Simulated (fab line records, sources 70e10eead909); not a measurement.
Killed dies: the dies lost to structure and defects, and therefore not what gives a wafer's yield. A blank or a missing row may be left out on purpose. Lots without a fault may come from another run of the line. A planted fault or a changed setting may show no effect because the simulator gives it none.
Commonality check across tools / flow nandHarc / Sampled: 2 lots, 6 wafers

REASON IT WAS OPENED
At NHARC_END_SORT_01 the reading killedAtArray is flagged on 2 of 2 lots. Fault-free wafers read 52, with a standard deviation of 16.
Rule: a lot is flagged when every wafer of it that has a number lies more than 4 standard deviations from that mean, or none has a number. All remaining lots are regarded as sound.

lot=L264; measured=day 31 06:24; on=prober-02; killedAtArray, wafer by wafer=667 670 669; flag=FLAGGED
lot=L267; measured=day 32 07:26; on=prober-01; killedAtArray, wafer by wafer=670 670 673; flag=FLAGGED
The numbers of the flagged lots are 670 on average: +618 against the usual, or +39 standard deviations.

WHICH TOOL EACH LOT WENT THROUGH
Before the reading, the record contains 4 process steps out of a 1302-step route. In each cell: the tool, then ch and the chambers that the sampled wafers went through, then the start.
lot=L264; flag=FLAGGED; NHARC_A_CONTACT_ETCH_117=harCapEtch-01 ch 0,1, day 28 12:39; NHARC_A_CONTACT_ETCH_119=harCapEtch-01 ch 0,1, day 28 13:00; NHARC_A_CONTACT_ETCH_120=harCapEtch-01 ch 0,1, day 28 13:10; NHARC_A_CONTACT_ETCH_96=rieDiel-07 ch 0,3, day 28 14:48
lot=L267; flag=FLAGGED; NHARC_A_CONTACT_ETCH_117=harCapEtch-02 ch 0,1, day 29 14:16; NHARC_A_CONTACT_ETCH_119=harCapEtch-02 ch 0,1, day 29 14:37; NHARC_A_CONTACT_ETCH_120=harCapEtch-02 ch 0,1, day 29 14:47; NHARC_A_CONTACT_ETCH_96=rieDiel-07 ch 0,1,2, day 29 16:24
These steps, and what they do:
- NHARC_A_CONTACT_ETCH_117: etches the open film in C4F8/O2/Ar, time 190 s, target depth 1850 nm.
- NHARC_A_CONTACT_ETCH_119: etches the open film in C4F8/O2/Ar, time 190 s, target depth 1850 nm.
- NHARC_A_CONTACT_ETCH_120: etches the open film in C4F8/O2/Ar, time 190 s, target depth 1850 nm.
- NHARC_A_CONTACT_ETCH_96: etches the open film in C4F6/O2, target depth 20 nm, time 10 s.
- NHARC_END_SORT_01

FLAGGED AGAINST TOTAL, ONE TOOL AT A TIME (gauges that did the reading follow at the end)
step=NHARC_A_CONTACT_ETCH_117; tool=harCapEtch-01; lots run=1; flagged=1; share of the flagged lots=some; sound lots run after its first flagged lot=0
step=NHARC_A_CONTACT_ETCH_117; tool=harCapEtch-02; lots run=1; flagged=1; share of the flagged lots=some; sound lots run after its first flagged lot=0
step=NHARC_A_CONTACT_ETCH_119; tool=harCapEtch-01; lots run=1; flagged=1; share of the flagged lots=some; sound lots run after its first flagged lot=0
step=NHARC_A_CONTACT_ETCH_119; tool=harCapEtch-02; lots run=1; flagged=1; share of the flagged lots=some; sound lots run after its first flagged lot=0
step=NHARC_A_CONTACT_ETCH_120; tool=harCapEtch-01; lots run=1; flagged=1; share of the flagged lots=some; sound lots run after its first flagged lot=0
step=NHARC_A_CONTACT_ETCH_120; tool=harCapEtch-02; lots run=1; flagged=1; share of the flagged lots=some; sound lots run after its first flagged lot=0
step=NHARC_A_CONTACT_ETCH_96; tool=rieDiel-07; lots run=2; flagged=2; share of the flagged lots=all; sound lots run after its first flagged lot=0
step=NHARC_END_SORT_01; tool=prober-01; lots run=1; flagged=1; share of the flagged lots=some; sound lots run after its first flagged lot=0
step=NHARC_END_SORT_01; tool=prober-02; lots run=1; flagged=1; share of the flagged lots=some; sound lots run after its first flagged lot=0

WHAT IS ALLOWED BY THE TABLE
All flagged lots share 1 row of the table, namely rieDiel-07 at NHARC_A_CONTACT_ETCH_96.
- rieDiel-07 at NHARC_A_CONTACT_ETCH_96: 2 of its 2 lots flagged. No sound lot ran on it before its first flagged lot in this sample; the start therefore can't be narrowed down. Its own readings lie more than 4 standard deviations out on every wafer of the flagged lots: runLengthS.
One tool is left: rieDiel-07 at NHARC_A_CONTACT_ETCH_96.

WHAT THE SIMULATOR HAD PUT IN
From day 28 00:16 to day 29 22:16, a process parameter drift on rieDiel-07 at NHARC_A_CONTACT_ETCH_96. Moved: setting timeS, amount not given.
Shown lots that were struck: L264, L267. This agrees with what the rule above found.
